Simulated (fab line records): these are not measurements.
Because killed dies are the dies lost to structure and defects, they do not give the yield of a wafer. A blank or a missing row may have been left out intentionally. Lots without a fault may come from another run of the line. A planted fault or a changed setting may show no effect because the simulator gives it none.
Struck lot and sound lot, side by side / flow n5Finfet / 15 steps out of a route of 1938
Sound: wafers L176.1, L176.3, L176.6. Struck: wafer L181.5 (L181.1, L181.4, from the same lot, were not struck and are left out); the cause is given at the end.
At each step with rows: each side's tool, then ch and its chambers, then its first start. Under that, the readings that differ: sound wafers / struck wafers / difference of the means / sigmas: that difference in standard deviations of wafers without a fault.
alike: words and numbers the same on both sides, and readings whose means are apart by under 2 such deviations; not compared: readings that were withheld, readings missing a value for some wafer, numbers with overlapping values and no deviation given by the record, and bounds like >300 which may hide the same value.
A row with sigmas, a row that says differs or no value, or rows on one side alone: a step with any of these is where the two part. Numbers that don't overlap but have no deviation are shown without sigmas and don't part them. A reading missing from all wafers of one side parts the sides only when that side holds two or more wafers.

N5_BEOL_M4_CO_CAP_55: material Co, precursor CCTBA/H2, target thk 2 nm, time 102.1 s.
  sound on cvdCo-02 ch 0,1, day 11 21:52; struck on cvdCo-01 ch 2, day 13 05:47
  alike: heaterPowerW
then, 1 step without rows for these wafers: N5_BEOL_M4_PRE_CLEAN_56 (time 15 s).
N5_BEOL_M4_DEP_57: deposits SiCN from 3MS/NH3, target thk 8 nm, time 14 s.
  sound on pecvd-03 ch 0,1,2, day 11 21:59; struck on pecvd-01 ch 0, day 13 05:54
  alike: showerheadPlenumPTorr, throttleValvePct
N5_BEOL_M4_RS_MEAS_58: measures by four-point-probe.
  sound: filmMetro-02 at day 11 22:04; struck: filmMetro-02 at day 13 05:59
  alike: M4_RS
N5_BEOL_M4_INSPECT_59: inspects for defects (darkfield).
  sound: defectInspect-01 at day 11 22:05; struck: defectInspect-02 at day 13 06:01
  alike: rawDefectCount
N5_BEOL_M4_RC_MEAS_101:
  sound on prober-02 ch 0, day 11 22:07; struck on prober-02 ch 0, day 13 06:02
reading=IOFF_P (nA/um); sound=0.18 0.22 0.21; struck=0.27; difference=+0.07; sigmas=+2
reading=ION_N (uA/um); sound=669 668 679; struck=698; difference=+26; sigmas=+2
reading=ION_P (uA/um); sound=455 454 458; struck=474; difference=+18; sigmas=+2
reading=SS_P (mV/dec); sound=72.8 73.3 73.5; struck=74.7; difference=+1.5; sigmas=+2
  alike: DIBL_N, DIBL_P, IOFF_N, SS_N, VT_N, VT_P
then, 1 step without rows for these wafers: N5_BEOL_M5_ILD_DEP_00 (deposits SiCOH lowk from DEMS/porogen, target thk 140.64 nm, time 25.9 s).
N5_BEOL_M5_CURE_79: cures SiCOH lowk, time 240 s.
  sound on uvCure-01 ch 1, day 12 00:17; struck on uvCure-02 ch 1, day 13 07:07
reading=wafer_temp_C_max; sound=387.1 388.1 387.3; struck=386.0; difference=-1.5; sigmas=-3
  alike: lampPowerPct
N5_BEOL_M5_THK_MEAS_01:
  sound: filmMetro-02 at day 12 01:16; struck: filmMetro-02 at day 13 07:37
  alike: M5_ILD_THK
N5_BEOL_M5_PECVD_70: deposits SiO2 from TEOS/O2, target thk 16 nm, time 18 s.
  sound on pecvd-01 ch 0,1, day 12 01:19; struck on pecvd-01 ch 0, day 13 07:40
  alike: heaterPowerW, showerheadPlenumPTorr, throttleValvePct
N5_BEOL_M5_HM_DEP_02: deposits TiN, target thk 20 nm.
  sound: pvdSputter-01 at day 12 03:13; struck: pvdSputter-03 at day 13 08:55
  alike: throttleValvePct
then, 1 step without rows for these wafers: N5_BEOL_M5_COAT_59 (time 60 s, resist thk 60 nm).
N5_BEOL_M5_COAT_60: time 60 s, resist thk 12 nm.
  sound on lithoTrack-05 ch 0, day 12 03:21; struck on lithoTrack-05 ch 0, day 13 09:02
reading=heaterPowerTotalW (W); sound=429.5 430.3 429.5; struck=545.7; difference=+115.9; sigmas=+55
reading=runLengthS (s); sound=66.16 66.43 66.14; struck=45.87; difference=-20.37; sigmas=-99 or more
then, 1 step without rows for these wafers: N5_BEOL_M5_COAT_71 (time 60 s, resist thk 5 nm).
N5_PASSIVATION_PROBE_49:
  the record holds rows for the sound wafers here (prober-02, day 16 05:55) but none for the struck ones

## WHERE THEY PART
First at N5_BEOL_M4_RC_MEAS_101; last, within this record, at N5_PASSIVATION_PROBE_49.

WHY: whatever the simulator had introduced
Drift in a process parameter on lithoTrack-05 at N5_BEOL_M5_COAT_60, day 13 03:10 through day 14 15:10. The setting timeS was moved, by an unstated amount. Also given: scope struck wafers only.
